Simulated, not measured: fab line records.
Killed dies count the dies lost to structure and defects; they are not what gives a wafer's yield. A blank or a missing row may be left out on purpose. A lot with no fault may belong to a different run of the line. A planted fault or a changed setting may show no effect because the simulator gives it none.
Matching of chambers :: flow nand harc :: NHARC_A_CHANNEL_FILL_D2_ETCHBACK_20 on rie diel-13 has 4 sister chambers
The step etches the open film in C4F8/O2/Ar, target depth 27 nm, time 13.5 s. 8 wafers are shown with their chamber, then 9 later ones without.

WAFERS WITH THEIR CHAMBER
wafer: L082.1
chamber: 1
rf vpp V (V): 977
oes product au (a.u.): 0.995

wafer: L081.2
chamber: 0
rf vpp V (V): 971
oes product au (a.u.): 0.920

wafer: L085.4
chamber: 2
rf vpp V (V): 970
oes product au (a.u.): 1.000

wafer: L085.5
chamber: 2
rf vpp V (V): 971
oes product au (a.u.): 0.998

wafer: L085.6
chamber: 3
rf vpp V (V): 976
oes product au (a.u.): 1.004

wafer: L089.2
chamber: 0
rf vpp V (V): 973
oes product au (a.u.): 0.992

wafer: L089.4
chamber: 1
rf vpp V (V): 978
oes product au (a.u.): 0.992

wafer: L089.6
chamber: 3
rf vpp V (V): 975
oes product au (a.u.): 1.004

WAFERS WITH NO CHAMBER GIVEN
wafer: L092.1
rf vpp V (V): 972
oes product au (a.u.): 0.989

wafer: L092.2
rf vpp V (V): 977
oes product au (a.u.): 0.994

wafer: L092.4
rf vpp V (V): 969
oes product au (a.u.): 0.995

wafer: L095.1
rf vpp V (V): 975
oes product au (a.u.): 1.007

wafer: L095.2
rf vpp V (V): 972
oes product au (a.u.): 1.001

wafer: L095.6
rf vpp V (V): 972
oes product au (a.u.): 1.013

wafer: L097.1
rf vpp V (V): 971
oes product au (a.u.): 0.993

wafer: L097.3
rf vpp V (V): 978
oes product au (a.u.): 1.004

wafer: L097.4
rf vpp V (V): 975
oes product au (a.u.): 0.998

CHAMBER TAKEN BY EACH
wafer: L092.1
from the rows above: can't be placed: 0 or 2
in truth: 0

wafer: L092.2
from the rows above: can't be placed: 1 or 3
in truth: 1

wafer: L092.4
from the rows above: can't be placed: 2 or 0
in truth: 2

wafer: L095.1
from the rows above: 3
in truth: 3

wafer: L095.2
from the rows above: can't be placed: 2 or 0
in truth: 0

wafer: L095.6
from the rows above: can't be placed: 2 or 0
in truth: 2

wafer: L097.1
from the rows above: can't be placed: 2 or 0
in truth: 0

wafer: L097.3
from the rows above: can't be placed: 1 or 3
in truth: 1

wafer: L097.4
from the rows above: 3
in truth: 3
Correctly placed: 2 of 9. From these rows, 7 cannot be placed; in 7 the true chamber is one of the candidates. Number placed wrongly: 0.
How it was worked out, from the rows above alone: a wafer's distance from a chamber is the root of the sum, over the readings, of the square of ((its reading less the chamber's mean) divided by the reading's scatter). The wafer belongs to the nearest chamber; if the next one is less than 2 further off, it can't be placed. For every chamber, the mean is computed from those of its wafers that are shown. The scatter is the square root of a quotient: the sum, over the shown wafers, of each reading's squared deviation from its chamber's mean, divided by wafers minus chambers.
